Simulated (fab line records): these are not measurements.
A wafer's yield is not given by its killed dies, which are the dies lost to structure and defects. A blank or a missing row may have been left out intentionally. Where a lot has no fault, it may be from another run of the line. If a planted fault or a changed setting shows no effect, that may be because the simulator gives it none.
Split-lot experiment | flow n5_finfet | 21 wafers read from 7 lots, route of 1938 steps

## THE SPLIT ITSELF
At N5_HKMG_FIN_ETCH_54 (etches SiARC in CF4, target depth 45.5 nm, time 75.8 s), the setting source_w was moved away from the recipe's 545 W on 8 of the 21 wafers read, by -6.1% to +16.4%. For the rest of the wafers, this setting stayed at what the recipe calls for.

The reading comes from the split's own step.

## THE READING
rf_vpp_V, in V, at N5_HKMG_FIN_ETCH_54 (etches SiARC in CF4, target depth 45.5 nm, time 75.8 s). On this fab line, fault-free wafers typically give 183.7 V with a standard deviation of 1.4 V.

wafer  | tool, chamber at the split | source_w as run, W | against the recipe | rf_vpp_V, V | against lot-mates on the recipe
L076.1 | rie_diel-03, 1             | 545                | recipe             | 186.0       | -
L076.3 | rie_diel-03, 2             | 545                | recipe             | 182.2       | -
L076.5 | rie_diel-03, 2             | 545                | recipe             | 181.9       | -
L085.3 | rie_diel-06, 2             | 511.5              | -6.1%              | 188.2       | +5.5
L085.4 | rie_diel-06, 3             | 545                | recipe             | 182.7       | -
L085.6 | rie_diel-06, 1             | 511.5              | -6.1%              | 189.4       | +6.7
L086.1 | rie_diel-06, 0             | 634.3              | +16.4%             | 174.4       | -10.5
L086.2 | rie_diel-06, 2             | 634.3              | +16.4%             | 173.8       | -11.1
L086.3 | rie_diel-06, 1             | 545                | recipe             | 184.9       | -
L090.3 | rie_diel-06, 2             | 545                | recipe             | 183.8       | -
L090.4 | rie_diel-06, 0             | 545                | recipe             | 182.7       | -
L090.5 | rie_diel-06, 1             | 545                | recipe             | 185.9       | -
L092.2 | rie_diel-05, 1             | 515.1              | -5.5%              | 184.9       | no lot-mate on the recipe
L092.3 | rie_diel-05, 3             | 515.1              | -5.5%              | 185.2       | no lot-mate on the recipe
L092.6 | rie_diel-05, 0             | 515.1              | -5.5%              | 185.1       | no lot-mate on the recipe
L095.4 | rie_diel-06, 2             | 545                | recipe             | 183.7       | -
L095.5 | rie_diel-06, 2             | 545                | recipe             | 183.4       | -
L095.6 | rie_diel-06, 1             | 545                | recipe             | 183.0       | -
L097.1 | rie_diel-03, 2             | 625.1              | +14.7%             | 173.1       | -10.7
L097.4 | rie_diel-03, 2             | 545                | recipe             | 182.4       | -
L097.5 | rie_diel-03, 1             | 545                | recipe             | 185.2       | -

FIT RESULTS
A straight line over all 21 wafers: rf_vpp_V changes by -0.6 V for each +1% of source_w; r = -0.94; the points scatter about the line by 1.5 V.
The same after taking each lot's own level away (the mean of its wafers on the recipe; 18 wafers): -0.72 V for each +1%; r = -0.97; scatter 1.3 V.
Per that fit: largest source_w move, reading shift of 12 V.
Measured against the standard deviation above, the lots' own levels, which go from 182.70 to 184.90 V, span 1.6 times it.
So the slope is not independent of the lot-to-lot level: the two fits are not the same.
Check: -12 V against its lot-mates is what the line predicts for one of the wafers moved furthest among these (+16.4%) when that wafer is left out of the fit. It came out at -10.5 V against them.
Tool readings at the split's step, against how far the setting was moved: etch_rf_on_time_s r = -0.94; rf_vpp_V r = -0.94.

## THE OTHER SPLITS THESE WAFERS WENT THROUGH
Before the reading, these wafers also passed through other splits. Each is held against what the fit with the lots' levels taken away leaves over:
other split on the same wafers       | wafers away from the commonest value | r with rf_vpp_V (lot level and that fit taken away)
N5_SD_EPI_N_PEB_07 peb_time_s        | 6                                    | -0.19
N5_SD_EPI_P_EPI_21 epi_growth_time_s | 6                                    | +0.01

## THE WHOLE CHAIN: every reading that the file lists as answering this split, in the file's order
step                | what it does                                           | reading           | change (the file's fit)              | r (the file's)
N5_HKMG_FIN_ETCH_54 | etches SiARC in CF4, target depth 45.5 nm, time 75.8 s | etch_rf_on_time_s | withheld for each +1% of the setting | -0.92
N5_HKMG_FIN_ETCH_54 | etches SiARC in CF4, target depth 45.5 nm, time 75.8 s | rf_vpp_V          | -0.712 V for each +1% of the setting | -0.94

## FILE'S OWN FIT
rf_vpp_V changes by -0.712 V for each +1% of source_w, r = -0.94.
